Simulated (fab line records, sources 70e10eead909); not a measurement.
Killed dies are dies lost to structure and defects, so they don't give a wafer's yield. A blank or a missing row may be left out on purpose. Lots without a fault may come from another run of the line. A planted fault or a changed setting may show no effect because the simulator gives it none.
Which tool did it? | flow nand_harc | 24 lots, 72 wafers sampled, at 6 steps of a route of 1302

WHAT THE GAUGES READ, wafer by wafer
The record holds no reading of a measuring or inspecting step that can be judged against a usual standard deviation.

WHICH TOOL RAN EACH LOT (tool, then ch and the chambers of the sampled wafers, then the start)
lot  | NHARC_A_STAIRCASE_TRIM_191                    | NHARC_A_STAIRCASE_ETCH_221                    | NHARC_A_STAIRCASE_TRIM_226                    | NHARC_A_STAIRCASE_ETCH_227                    | NHARC_A_STAIRCASE_HM_DEP_456  | NHARC_A_STAIRCASE_DESCUM_270
L074 | rie_diel-12 ch 0,1,2, day 16 01:23 or earlier | rie_diel-12 ch 0,1, day 16 01:23 or earlier   | rie_diel-12 ch 0,1,2, day 16 01:23 or earlier | rie_diel-12 ch 1,2, day 16 01:23 or earlier   | acl_dep-02 ch 0, day 16 01:23 | rie_diel-13 ch 0,1, day 16 04:13
L076 | rie_diel-13 ch 1,2,3, day 16 10:41 or earlier | rie_diel-12 ch 1,3, day 16 10:41 or earlier   | rie_diel-12 ch 0,3, day 16 10:41 or earlier   | rie_diel-12 ch 1,2,3, day 16 10:41 or earlier | acl_dep-03 ch 0, day 16 10:41 | rie_diel-12 ch 0,1,3, day 16 13:26
L075 | rie_diel-13 ch 0,1, day 17 00:02 or earlier   | rie_diel-03 ch 1,2,3, day 17 00:02 or earlier | rie_diel-03 ch 0,1,3, day 17 00:02 or earlier | rie_diel-03 ch 2,3, day 17 00:02 or earlier   | acl_dep-02 ch 0, day 17 00:02 | rie_diel-03 ch 1,3, day 17 02:17
L077 | rie_diel-13 ch 0,1,2, day 17 10:38 or earlier | rie_diel-12 ch 2,3, day 17 10:38 or earlier   | rie_diel-12 ch 1,2, day 17 10:38 or earlier   | rie_diel-12 ch 0,1,3, day 17 10:38 or earlier | acl_dep-03 ch 0, day 17 10:38 | rie_diel-03 ch 2,3, day 17 12:46
L078 | rie_diel-03 ch 0,2,3, day 17 13:26 or earlier | rie_diel-03 ch 0,1,2, day 17 13:26 or earlier | rie_diel-03 ch 0,1,3, day 17 13:26 or earlier | rie_diel-03 ch 0,2, day 17 13:26 or earlier   | acl_dep-01 ch 0, day 17 13:26 | rie_diel-13 ch 0,3, day 17 16:15
L079 | rie_diel-03 ch 0,1,2, day 17 20:54 or earlier | rie_diel-12 ch 0,2,3, day 17 20:54 or earlier | rie_diel-12 ch 0,2,3, day 17 20:54 or earlier | rie_diel-12 ch 0,3, day 17 20:54 or earlier   | acl_dep-01 ch 0, day 17 20:54 | rie_diel-12 ch 0,3, day 17 23:20
L080 | rie_diel-12 ch 0,1, day 19 03:19 or earlier   | rie_diel-03 ch 0,1,3, day 19 03:19 or earlier | rie_diel-03 ch 0,1,3, day 19 03:19 or earlier | rie_diel-03 ch 1,3, day 19 03:19 or earlier   | acl_dep-01 ch 0, day 19 03:19 | rie_diel-13 ch 0,1,3, day 19 06:10
L081 | rie_diel-12 ch 0,1,3, day 19 07:37 or earlier | rie_diel-12 ch 0,1, day 19 07:37 or earlier   | rie_diel-12 ch 2,3, day 19 07:37 or earlier   | rie_diel-12 ch 1,2, day 19 07:37 or earlier   | acl_dep-02 ch 0, day 19 07:37 | rie_diel-13 ch 0,2,3, day 19 09:53
L082 | rie_diel-03 ch 1,2, day 20 02:45 or earlier   | rie_diel-13 ch 2,3, day 20 02:45 or earlier   | rie_diel-13 ch 0,3, day 20 02:45 or earlier   | rie_diel-13 ch 2,3, day 20 02:45 or earlier   | acl_dep-02 ch 0, day 20 02:45 | rie_diel-12 ch 1,2, day 20 04:52
L083 | rie_diel-13 ch 0,1,2, day 20 09:53 or earlier | rie_diel-03 ch 0,1,3, day 20 09:53 or earlier | rie_diel-03 ch 0,1,3, day 20 09:53 or earlier | rie_diel-03 ch 0,1,2, day 20 09:53 or earlier | acl_dep-01 ch 0, day 20 09:53 | rie_diel-13 ch 0,1,3, day 20 12:20
L084 | rie_diel-12 ch 0,1, day 20 19:38 or earlier   | rie_diel-12 ch 1,2, day 20 19:38 or earlier   | rie_diel-12 ch 1,2, day 20 19:38 or earlier   | rie_diel-12 ch 0,1,3, day 20 19:38 or earlier | acl_dep-02 ch 0, day 20 19:38 | rie_diel-12 ch 2,3, day 20 21:52
L085 | rie_diel-13 ch 0,2, day 20 20:58 or earlier   | rie_diel-13 ch 0,2,3, day 20 20:58 or earlier | rie_diel-13 ch 0,1,2, day 20 20:58 or earlier | rie_diel-13 ch 0,1,3, day 20 20:58 or earlier | acl_dep-02 ch 0, day 20 20:58 | rie_diel-03 ch 0,1, day 20 23:49
L086 | rie_diel-12 ch 0,1,3, day 21 16:35 or earlier | rie_diel-03 ch 0,1,2, day 21 16:35 or earlier | rie_diel-03 ch 0,1, day 21 16:35 or earlier   | rie_diel-03 ch 1,2,3, day 21 16:35 or earlier | acl_dep-02 ch 0, day 21 16:35 | rie_diel-13 ch 1,2, day 21 18:30
L087 | rie_diel-13 ch 0,1, day 22 01:12 or earlier   | rie_diel-12 ch 0,2,3, day 22 01:12 or earlier | rie_diel-12 ch 0,1,3, day 22 01:12 or earlier | rie_diel-12 ch 0,2,3, day 22 01:12 or earlier | acl_dep-02 ch 0, day 22 01:12 | rie_diel-03 ch 2,3, day 22 03:58
L089 | rie_diel-12 ch 1,2, day 22 11:40 or earlier   | rie_diel-12 ch 0,1, day 22 11:40 or earlier   | rie_diel-12 ch 0,1, day 22 11:40 or earlier   | rie_diel-12 ch 0,1, day 22 11:40 or earlier   | acl_dep-03 ch 0, day 22 11:40 | rie_diel-03 ch 0,1,3, day 22 13:50
L088 | rie_diel-13 ch 1,2,3, day 22 14:46 or earlier | rie_diel-03 ch 0,2,3, day 22 14:46 or earlier | rie_diel-03 ch 0,2,3, day 22 14:46 or earlier | rie_diel-03 ch 0,1,2, day 22 14:46 or earlier | acl_dep-03 ch 0, day 22 14:46 | rie_diel-12 ch 1,2,3, day 22 17:36
L090 | rie_diel-12 ch 0,2, day 23 03:16 or earlier   | rie_diel-03 ch 0,2, day 23 03:16 or earlier   | rie_diel-03 ch 1,3, day 23 03:16 or earlier   | rie_diel-03 ch 0,1,3, day 23 03:16 or earlier | acl_dep-01 ch 0, day 23 03:16 | rie_diel-13 ch 0,1,3, day 23 05:29
L091 | rie_diel-13 ch 0,3, day 22 23:55 or earlier   | rie_diel-03 ch 0,2,3, day 22 23:55 or earlier | rie_diel-03 ch 1,3, day 22 23:55 or earlier   | rie_diel-03 ch 0,1, day 22 23:55 or earlier   | acl_dep-03 ch 0, day 22 23:55 | rie_diel-13 ch 1,3, day 23 02:40
L092 | rie_diel-03 ch 0,3, day 23 12:52 or earlier   | rie_diel-13 ch 2,3, day 23 12:52 or earlier   | rie_diel-13 ch 1,3, day 23 12:52 or earlier   | rie_diel-13 ch 0,3, day 23 12:52 or earlier   | acl_dep-03 ch 0, day 23 12:52 | rie_diel-03 ch 0,1,3, day 23 15:08
L093 | rie_diel-13 ch 0,1,3, day 24 11:27 or earlier | rie_diel-03 ch 0,3, day 24 11:27 or earlier   | rie_diel-03 ch 0,2, day 24 11:27 or earlier   | rie_diel-03 ch 0,1,2, day 24 11:27 or earlier | acl_dep-02 ch 0, day 24 11:27 | rie_diel-03 ch 2,3, day 24 13:47
L094 | rie_diel-12 ch 0,1,3, day 25 06:21 or earlier | rie_diel-03 ch 0,1, day 25 06:21 or earlier   | rie_diel-03 ch 1,3, day 25 06:21 or earlier   | rie_diel-03 ch 1,2,3, day 25 06:21 or earlier | acl_dep-03 ch 0, day 25 06:21 | rie_diel-12 ch 0,2, day 25 09:13
L095 | rie_diel-03 ch 0,1,3, day 25 16:21 or earlier | rie_diel-13 ch 0,1,3, day 25 16:21 or earlier | rie_diel-13 ch 1,2,3, day 25 16:21 or earlier | rie_diel-13 ch 0,2,3, day 25 16:21 or earlier | acl_dep-03 ch 0, day 25 16:21 | rie_diel-03 ch 1,2, day 25 18:09
L097 | rie_diel-13 ch 1,3, day 25 17:50 or earlier   | rie_diel-12 ch 1,2,3, day 25 17:50 or earlier | rie_diel-12 ch 0,2, day 25 17:50 or earlier   | rie_diel-12 ch 0,1,2, day 25 17:50 or earlier | acl_dep-02 ch 0, day 25 17:50 | rie_diel-03 ch 1,2,3, day 25 20:18
L096 | rie_diel-03 ch 0,2,3, day 25 21:14 or earlier | rie_diel-12 ch 0,2,3, day 25 21:14 or earlier | rie_diel-12 ch 1,2,3, day 25 21:14 or earlier | rie_diel-12 ch 0,2, day 25 21:14 or earlier   | acl_dep-03 ch 0, day 25 21:14 | rie_diel-12 ch 0,1,3, day 25 23:47
- NHARC_A_STAIRCASE_TRIM_191: chemistry O2, time 211.2 s.
- NHARC_A_STAIRCASE_ETCH_221: etches the open film in C4F8/O2, target depth 100 nm, time 40.5 s.
- NHARC_A_STAIRCASE_TRIM_226: chemistry O2, time 211.2 s.
- NHARC_A_STAIRCASE_ETCH_227: etches the open film in C4F8/O2, target depth 100 nm, time 40.5 s.
- NHARC_A_STAIRCASE_HM_DEP_456: deposits aC, target thk 3100 nm.
- NHARC_A_STAIRCASE_DESCUM_270: chemistry O2, time 3 s.

WHAT THE TOOLS THEMSELVES READ (means of the sampled wafers that have a number; where no wafer has one, the mark that the record gives instead)
NHARC_A_STAIRCASE_TRIM_191. Usual: drypump_motor_current_A 5.7 A, standard deviation 0.37; oes_product_au 1.000 a.u., standard deviation 0.01; rf_vpp_V 57.7 V, standard deviation 1; showerhead_plenum_p_Torr 3.48 Torr, standard deviation 0.17; throttle_valve_pct 17.037 %, standard deviation 0.0083.
lot  | tool        | drypump_motor_current_A (A) | oes_product_au (a.u.) | rf_vpp_V (V) | showerhead_plenum_p_Torr (Torr) | throttle_valve_pct (%) | flag
L074 | rie_diel-12 | 5.7                         | 1.002                 | 57.2         | 3.44                            | 17.033                 |
L076 | rie_diel-13 | 5.8                         | 1.005                 | 58.1         | 3.39                            | 17.033                 |
L075 | rie_diel-13 | 5.5                         | 1.004                 | 57.4         | 3.65                            | 17.042                 |
L077 | rie_diel-13 | 5.8                         | 1.012                 | 58.7         | 3.53                            | 17.029                 |
L078 | rie_diel-03 | 5.6                         | 1.004                 | 58.0         | 3.51                            | 17.028                 |
L079 | rie_diel-03 | 5.6                         | 1.003                 | 57.7         | 3.46                            | 17.037                 |
L080 | rie_diel-12 | 5.5                         | 1.011                 | 57.5         | 3.32                            | 17.030                 |
L081 | rie_diel-12 | 5.7                         | 1.000                 | 56.9         | 3.39                            | 17.042                 |
L082 | rie_diel-03 | 5.6                         | 1.011                 | 58.0         | 3.52                            | 17.036                 |
L083 | rie_diel-13 | 5.8                         | 1.009                 | 58.2         | 3.52                            | 17.043                 |
L084 | rie_diel-12 | 5.5                         | 0.998                 | 56.8         | 3.31                            | 17.030                 |
L085 | rie_diel-13 | 5.9                         | 0.999                 | 58.6         | 3.66                            | 17.036                 |
L086 | rie_diel-12 | 5.7                         | 0.995                 | 57.3         | 3.38                            | 17.040                 |
L087 | rie_diel-13 | 5.5                         | 1.000                 | 58.8         | 3.63                            | 17.040                 |
L089 | rie_diel-12 | 5.6                         | 0.996                 | 56.7         | 3.40                            | 17.036                 |
L088 | rie_diel-13 | 5.9                         | 1.000                 | 57.1         | 3.36                            | 17.033                 |
L090 | rie_diel-12 | 5.9                         | 0.996                 | 58.5         | 3.53                            | 17.036                 |
L091 | rie_diel-13 | 5.5                         | 1.001                 | 58.3         | 3.62                            | 17.041                 |
L092 | rie_diel-03 | 5.4                         | 0.988                 | 58.0         | 3.51                            | 17.030                 |
L093 | rie_diel-13 | 5.5                         | 0.996                 | 57.5         | 3.48                            | 17.034                 |
L094 | rie_diel-12 | 5.6                         | 0.998                 | 56.7         | 3.37                            | 17.043                 |
L095 | rie_diel-03 | 5.4                         | 0.990                 | 59.0         | 3.58                            | 17.035                 |
L097 | rie_diel-13 | 5.5                         | 0.998                 | 57.6         | 3.33                            | 17.041                 |
L096 | rie_diel-03 | 5.6                         | 1.003                 | 58.0         | 3.48                            | 17.035                 |

NHARC_A_STAIRCASE_ETCH_221. Usual: oes_product_au 0.941 a.u., standard deviation 0.013; rf_vpp_V 894 V, standard deviation 6.3.
lot  | tool        | oes_product_au (a.u.) | rf_vpp_V (V) | flag
L074 | rie_diel-12 | 0.951                 | 889          |
L076 | rie_diel-12 | 0.944                 | 891          |
L075 | rie_diel-03 | 0.925                 | 897          |
L077 | rie_diel-12 | 0.932                 | 899          |
L078 | rie_diel-03 | 0.930                 | 893          |
L079 | rie_diel-12 | 0.950                 | 894          |
L080 | rie_diel-03 | 0.957                 | 899          |
L081 | rie_diel-12 | 0.929                 | 889          |
L082 | rie_diel-13 | 0.943                 | 892          |
L083 | rie_diel-03 | 0.960                 | 898          |
L084 | rie_diel-12 | 0.946                 | 891          |
L085 | rie_diel-13 | 0.957                 | 894          |
L086 | rie_diel-03 | 0.947                 | 893          |
L087 | rie_diel-12 | 0.937                 | 895          |
L089 | rie_diel-12 | 0.950                 | 888          |
L088 | rie_diel-03 | 0.943                 | 894          |
L090 | rie_diel-03 | 0.941                 | 890          |
L091 | rie_diel-03 | 0.945                 | 894          |
L092 | rie_diel-13 | 0.935                 | 890          |
L093 | rie_diel-03 | 0.936                 | 895          |
L094 | rie_diel-03 | 0.914                 | 895          |
L095 | rie_diel-13 | 0.932                 | 895          |
L097 | rie_diel-12 | 0.951                 | 894          |
L096 | rie_diel-12 | 0.955                 | 895          |

NHARC_A_STAIRCASE_TRIM_226. Usual: drypump_motor_current_A 5.7 A, standard deviation 0.33; oes_product_au 0.999 a.u., standard deviation 0.011; rf_vpp_V 57.6 V, standard deviation 1; showerhead_plenum_p_Torr 3.49 Torr, standard deviation 0.17; throttle_valve_pct 17.036 %, standard deviation 0.0096.
lot  | tool        | drypump_motor_current_A (A) | oes_product_au (a.u.) | rf_vpp_V (V) | showerhead_plenum_p_Torr (Torr) | throttle_valve_pct (%) | flag
L074 | rie_diel-12 | 5.6                         | 1.010                 | 57.2         | 3.44                            | 17.033                 |
L076 | rie_diel-12 | 5.7                         | 1.008                 | 58.4         | 3.41                            | 17.035                 |
L075 | rie_diel-03 | 5.4                         | 1.008                 | 57.5         | 3.61                            | 17.046                 |
L077 | rie_diel-12 | 5.8                         | 1.003                 | 58.2         | 3.53                            | 17.034                 |
L078 | rie_diel-03 | 5.4                         | 1.008                 | 57.1         | 3.61                            | 17.035                 |
L079 | rie_diel-12 | 5.8                         | 1.012                 | 57.4         | 3.51                            | 17.032                 |
L080 | rie_diel-03 | 5.4                         | 1.002                 | 57.9         | 3.60                            | 17.039                 |
L081 | rie_diel-12 | 6.0                         | 1.000                 | 58.2         | 3.60                            | 17.038                 |
L082 | rie_diel-13 | 5.6                         | 1.008                 | 57.7         | 3.49                            | 17.040                 |
L083 | rie_diel-03 | 5.4                         | 1.000                 | 58.7         | 3.60                            | 17.036                 |
L084 | rie_diel-12 | 5.6                         | 0.986                 | 58.4         | 3.41                            | 17.039                 |
L085 | rie_diel-13 | 5.8                         | 1.003                 | 58.1         | 3.52                            | 17.031                 |
L086 | rie_diel-03 | 5.4                         | 0.988                 | 57.5         | 3.54                            | 17.046                 |
L087 | rie_diel-12 | 5.6                         | 0.997                 | 57.5         | 3.38                            | 17.031                 |
L089 | rie_diel-12 | 5.5                         | 1.002                 | 57.0         | 3.30                            | 17.033                 |
L088 | rie_diel-03 | 5.6                         | 0.991                 | 59.0         | 3.49                            | 17.036                 |
L090 | rie_diel-03 | 5.3                         | 0.997                 | 58.3         | 3.71                            | 17.032                 |
L091 | rie_diel-03 | 5.3                         | 0.993                 | 57.6         | 3.66                            | 17.035                 |
L092 | rie_diel-13 | 5.5                         | 0.991                 | 57.5         | 3.33                            | 17.027                 |
L093 | rie_diel-03 | 5.9                         | 1.004                 | 58.0         | 3.33                            | 17.032                 |
L094 | rie_diel-03 | 5.3                         | 0.994                 | 58.3         | 3.65                            | 17.035                 |
L095 | rie_diel-13 | 5.8                         | 1.008                 | 57.4         | 3.35                            | 17.043                 |
L097 | rie_diel-12 | 5.9                         | 0.996                 | 58.2         | 3.51                            | 17.031                 |
L096 | rie_diel-12 | 5.8                         | 0.983                 | 57.7         | 3.47                            | 17.036                 |

NHARC_A_STAIRCASE_ETCH_227. Usual: oes_product_au 0.943 a.u., standard deviation 0.011; rf_vpp_V 894 V, standard deviation 6.1.
lot  | tool        | oes_product_au (a.u.) | rf_vpp_V (V) | flag
L074 | rie_diel-12 | 0.940                 | 892          |
L076 | rie_diel-12 | 0.936                 | 895          |
L075 | rie_diel-03 | 0.949                 | 894          |
L077 | rie_diel-12 | 0.948                 | 891          |
L078 | rie_diel-03 | 0.948                 | 890          |
L079 | rie_diel-12 | 0.951                 | 894          |
L080 | rie_diel-03 | 0.931                 | 902          |
L081 | rie_diel-12 | 0.944                 | 892          |
L082 | rie_diel-13 | 0.947                 | 891          |
L083 | rie_diel-03 | 0.954                 | 893          |
L084 | rie_diel-12 | 0.939                 | 890          |
L085 | rie_diel-13 | 0.949                 | 894          |
L086 | rie_diel-03 | 0.943                 | 897          |
L087 | rie_diel-12 | 0.948                 | 895          |
L089 | rie_diel-12 | 0.953                 | 887          |
L088 | rie_diel-03 | 0.938                 | 893          |
L090 | rie_diel-03 | 0.932                 | 898          |
L091 | rie_diel-03 | 0.929                 | 894          |
L092 | rie_diel-13 | 0.944                 | 894          |
L093 | rie_diel-03 | 0.945                 | 893          |
L094 | rie_diel-03 | 0.935                 | 896          |
L095 | rie_diel-13 | 0.948                 | 895          |
L097 | rie_diel-12 | 0.945                 | 892          |
L096 | rie_diel-12 | 0.940                 | 895          |

NHARC_A_STAIRCASE_HM_DEP_456. Usual: throttle_valve_pct 34.999 %, standard deviation 0.0097.
lot  | tool       | throttle_valve_pct (%) | flag
L074 | acl_dep-02 | 35.007                 |
L076 | acl_dep-03 | 34.992                 |
L075 | acl_dep-02 | 35.001                 |
L077 | acl_dep-03 | 35.001                 |
L078 | acl_dep-01 | 35.015                 |
L079 | acl_dep-01 | 34.991                 |
L080 | acl_dep-01 | 34.998                 |
L081 | acl_dep-02 | 34.998                 |
L082 | acl_dep-02 | 34.994                 |
L083 | acl_dep-01 | 34.996                 |
L084 | acl_dep-02 | 34.992                 |
L085 | acl_dep-02 | 35.001                 |
L086 | acl_dep-02 | 34.999                 |
L087 | acl_dep-02 | 35.007                 |
L089 | acl_dep-03 | 34.996                 |
L088 | acl_dep-03 | 35.004                 |
L090 | acl_dep-01 | 34.996                 |
L091 | acl_dep-03 | 35.005                 |
L092 | acl_dep-03 | 34.998                 |
L093 | acl_dep-02 | 34.996                 |
L094 | acl_dep-03 | 35.002                 |
L095 | acl_dep-03 | 35.005                 |
L097 | acl_dep-02 | 35.000                 |
L096 | acl_dep-03 | 34.987                 |

NHARC_A_STAIRCASE_DESCUM_270. Usual: drypump_motor_current_A 5.7 A, standard deviation 0.37; oes_product_au 1.000 a.u., standard deviation 0.01; rf_vpp_V 57.7 V, standard deviation 0.92; showerhead_plenum_p_Torr 1.89 Torr, standard deviation 0.1; throttle_valve_pct 11.312 %, standard deviation 0.0093.
lot  | tool        | drypump_motor_current_A (A) | oes_product_au (a.u.) | rf_vpp_V (V) | showerhead_plenum_p_Torr (Torr) | throttle_valve_pct (%) | flag
L074 | rie_diel-13 | 5.5                         | 1.001                 | 58.3         | 1.98                            | 11.311                 |
L076 | rie_diel-12 | 5.6                         | 0.999                 | 57.6         | 1.84                            | 11.305                 |
L075 | rie_diel-03 | 5.3                         | 1.001                 | 58.8         | 2.00                            | 11.321                 |
L077 | rie_diel-03 | 5.8                         | 0.993                 | 57.3         | 1.89                            | 11.311                 |
L078 | rie_diel-13 | 5.5                         | 0.996                 | 56.5         | 1.90                            | 11.313                 |
L079 | rie_diel-12 | 5.7                         | 1.009                 | 57.5         | 1.84                            | 11.307                 |
L080 | rie_diel-13 | 5.5                         | 1.009                 | 58.1         | 1.90                            | 11.310                 |
L081 | rie_diel-13 | 5.9                         | 1.008                 | 57.6         | 1.91                            | 11.325                 |
L082 | rie_diel-12 | 5.6                         | 0.989                 | 57.7         | 1.85                            | 11.319                 |
L083 | rie_diel-13 | 5.5                         | 1.012                 | 57.1         | 1.89                            | 11.319                 |
L084 | rie_diel-12 | 5.9                         | 0.982                 | 57.8         | 1.93                            | 11.311                 |
L085 | rie_diel-03 | 5.4                         | 0.997                 | 57.7         | 1.92                            | 11.306                 |
L086 | rie_diel-13 | 6.2                         | 1.011                 | 56.7         | 1.83                            | 11.306                 |
L087 | rie_diel-03 | 5.8                         | 0.997                 | 57.3         | 1.88                            | 11.310                 |
L089 | rie_diel-03 | 5.4                         | 0.993                 | 58.9         | 1.95                            | 11.314                 |
L088 | rie_diel-12 | 5.8                         | 1.000                 | 58.3         | 1.88                            | 11.309                 |
L090 | rie_diel-13 | 5.5                         | 0.999                 | 57.9         | 1.88                            | 11.309                 |
L091 | rie_diel-13 | 5.5                         | 1.001                 | 57.1         | 1.80                            | 11.308                 |
L092 | rie_diel-03 | 5.4                         | 0.997                 | 58.8         | 1.95                            | 11.318                 |
L093 | rie_diel-03 | 5.8                         | 1.004                 | 57.1         | 1.87                            | 11.324                 |
L094 | rie_diel-12 | 5.7                         | 0.995                 | 57.7         | 1.85                            | 11.305                 |
L095 | rie_diel-03 | 5.6                         | 0.998                 | 57.1         | 1.89                            | 11.306                 |
L097 | rie_diel-03 | 5.6                         | 1.005                 | 58.6         | 1.92                            | 11.313                 |
L096 | rie_diel-12 | 5.6                         | 1.000                 | 58.1         | 1.82                            | 11.315                 |

THE ANSWER, worked out from the rows above alone
Rule: a lot is off if the mean of its wafers that have a number lies more than 3 standard deviations from the usual mean. A lot without any number at a reading at which 4 lots or more have one is off too. The other lots that the step has rows for count as sound. The gauges are gone through in route order, then the tools' own readings, and for those a lot's mean is taken as printed above. The first step at which some lot is off is used, and at that step the reading that is off furthest; a lot without a number counts as furthest.
No lot is off at any reading shown: from this, nothing can be told.

WHAT THE SIMULATOR HAD PUT IN
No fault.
